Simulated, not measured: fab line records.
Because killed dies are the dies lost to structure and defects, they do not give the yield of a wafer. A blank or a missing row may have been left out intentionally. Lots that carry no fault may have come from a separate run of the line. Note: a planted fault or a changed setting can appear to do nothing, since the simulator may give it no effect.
Comparing a struck lot with a sound one	flow nand_harc	42 out of 1302 route steps
Sound: the wafers L780.2, L780.4, L780.5. Struck: wafer L775.1 (left out: L775.3, a lot-mate that was not struck); the cause follows at the end.
Per side, at each step with rows, come the tool, then ch with its chambers, and then its first start. Under that, the readings that differ: sound wafers	struck wafers	difference of the means	sigmas: that difference in standard deviations of wafers without a fault.
alike: same words and numbers on both sides, and readings whose means sit less than 2 such deviations apart. not compared: any withheld reading, any reading some wafer has no value for, any bound like >300 that may hide the same value, and any number with overlapping values for which the record gives no deviation.
The two part at a step that has a row with sigmas, a row that says differs or no value, or rows on one side only. Non-overlapping numbers with no deviation appear without sigmas and do not part them. Lack of a reading on every wafer of one side parts them only where that side has two or more wafers.

NHARC_P_GATE_STRIP_101: strips in O2, time 20 s.
  sound on rie_diel-05 ch 0,1, day 12 19:44; struck on rie_diel-02 ch 1, day 11 01:27
reading	sound	struck	difference	sigmas
rf_vpp_V (V)	57.7 57.1 58.0	55.7	-1.9	-2
throttle_valve_pct (%)	17.048 17.019 17.046	17.016	-0.022	-2
  alike: drypump_motor_current_A, oes_product_au, showerhead_plenum_p_Torr
  not compared: rf_hours_counter_h
then, 11 steps without rows for these wafers: NHARC_P_GATE_PRECLEAN_97 (cleans in SPM, time 600 s); NHARC_P_GATE_SRD_98; NHARC_P_GATE_PRECLEAN_99 (cleans in SC1); NHARC_P_GATE_SRD_100; NHARC_P_GATE_DEHYDRATE_38 (time 120 s); NHARC_P_GATE_HMDS_39 (time 30 s); NHARC_P_GATE_COAT_40; NHARC_P_GATE_SOFTBAKE_41 (time 95 s); NHARC_P_GATE_EBR_42; NHARC_P_GATE_EXPOSE_43 (exposes mask P NSD, target cd 720 nm); NHARC_P_GATE_PEB_44 (peb time 85 s).
NHARC_P_GATE_DEVELOP_45: time 70 s.
  sound on litho_track-07 ch 0, day 12 20:00; struck on litho_track-03 ch 0, day 11 02:00
then, 1 step without rows for these wafers: NHARC_P_GATE_HARDBAKE_47 (time 80 s).
NHARC_P_GATE_DESCUM_48: chemistry O2, time 3 s.
  sound on rie_diel-05 ch 0,1,3, day 12 20:50; struck on rie_diel-02 ch 0, day 11 02:32
reading	sound	struck	difference	sigmas
model.P_GATE.cd_nm (nm)	718.8 719.3 719.8	124.8	-594.5	
  alike: drypump_motor_current_A, oes_product_au, rf_vpp_V, showerhead_plenum_p_Torr, throttle_valve_pct
  not compared: rf_hours_counter_h
then, 2 steps without rows for these wafers: NHARC_P_GATE_IMPLANT_49; NHARC_P_GATE_STRIP_111 (strips in N2/H2, time 250 s).
NHARC_P_GATE_STRIP_75: strips in O2.
  sound on plasma_asher-01 ch 0,1, day 12 21:31; struck on plasma_asher-01 ch 1, day 11 03:14
  alike: drypump_motor_current_A, heater_power_w, temp_c
  not compared: rf_hours_counter_h
then, 10 steps without rows for these wafers: NHARC_P_GATE_STRIP_50 (strips in SPM, time 900 s); NHARC_P_GATE_DEHYDRATE_51 (time 120 s); NHARC_P_GATE_HMDS_52 (time 30 s); NHARC_P_GATE_COAT_53; NHARC_P_GATE_SOFTBAKE_54 (time 95 s); NHARC_P_GATE_EBR_55; NHARC_P_GATE_EXPOSE_56 (exposes mask P PSD, target cd 720 nm); NHARC_P_GATE_PEB_57 (peb time 85 s); NHARC_P_GATE_DEVELOP_58 (time 70 s); NHARC_P_GATE_HARDBAKE_60 (time 80 s).
NHARC_P_GATE_DESCUM_61: chemistry O2, time 3 s.
  sound on rie_diel-13 ch 1,3, day 12 22:38; struck on rie_diel-05 ch 1, day 11 04:11
  alike: drypump_motor_current_A, oes_product_au, rf_vpp_V, showerhead_plenum_p_Torr, throttle_valve_pct
  not compared: rf_hours_counter_h
after that, 1 step had no rows for these wafers: NHARC_P_GATE_IMPLANT_62.
NHARC_P_GATE_STRIP_112: strips in N2/H2, time 200 s.
  sound on plasma_asher-02 ch 0,1, day 12 23:02; struck on plasma_asher-01 ch 0, day 11 04:35
  alike: drypump_motor_current_A, heater_power_w, temp_c
  not compared: rf_hours_counter_h
NHARC_P_GATE_STRIP_76: strips in O2.
  sound on plasma_asher-02 ch 0,1, day 12 23:16; struck on plasma_asher-01 ch 0, day 11 04:49
reading	sound	struck	difference	sigmas
temp_c (C)	249.92 249.95 250.16	250.40	+0.39	+2
  alike: drypump_motor_current_A, heater_power_w
  not compared: rf_hours_counter_h
then, 8 steps without rows for these wafers: NHARC_P_GATE_STRIP_63 (strips in SPM, time 900 s); NHARC_P_GATE_DEHYDRATE_83 (time 120 s); NHARC_P_GATE_HMDS_84 (time 30 s); NHARC_P_GATE_COAT_85; NHARC_P_GATE_SOFTBAKE_86 (time 95 s); NHARC_P_GATE_EBR_87; NHARC_P_GATE_EXPOSE_88 (exposes mask P HVN, target cd 2000 nm); NHARC_P_GATE_PEB_89 (peb time 85 s).
NHARC_P_GATE_DESCUM_93: chemistry O2, time 3 s.
  sound on rie_diel-02 ch 1,2,3, day 13 00:13; struck on rie_diel-05 ch 2, day 11 05:53
reading	sound	struck	difference	sigmas
model.P_GATE.cd_nm (nm)	2000 2001 2000	124.8	-1875.5	
  alike: drypump_motor_current_A, oes_product_au, rf_vpp_V, showerhead_plenum_p_Torr, throttle_valve_pct
  not compared: rf_hours_counter_h
-- record jumps: 19 days between struck wafers' starts before vs after; left off in module P_GATE, resumes in module END, first step shown is number 1302 of the route --
NHARC_END_SORT_01:
  only the struck wafers appear in the record here, on prober-01 ch 0 at day 29 23:08; the sound ones have no rows

== WHERE THEY PART ==
At NHARC_P_GATE_STRIP_101 first; at NHARC_END_SORT_01 last (within this record only).

WHY: the cause the simulator had injected
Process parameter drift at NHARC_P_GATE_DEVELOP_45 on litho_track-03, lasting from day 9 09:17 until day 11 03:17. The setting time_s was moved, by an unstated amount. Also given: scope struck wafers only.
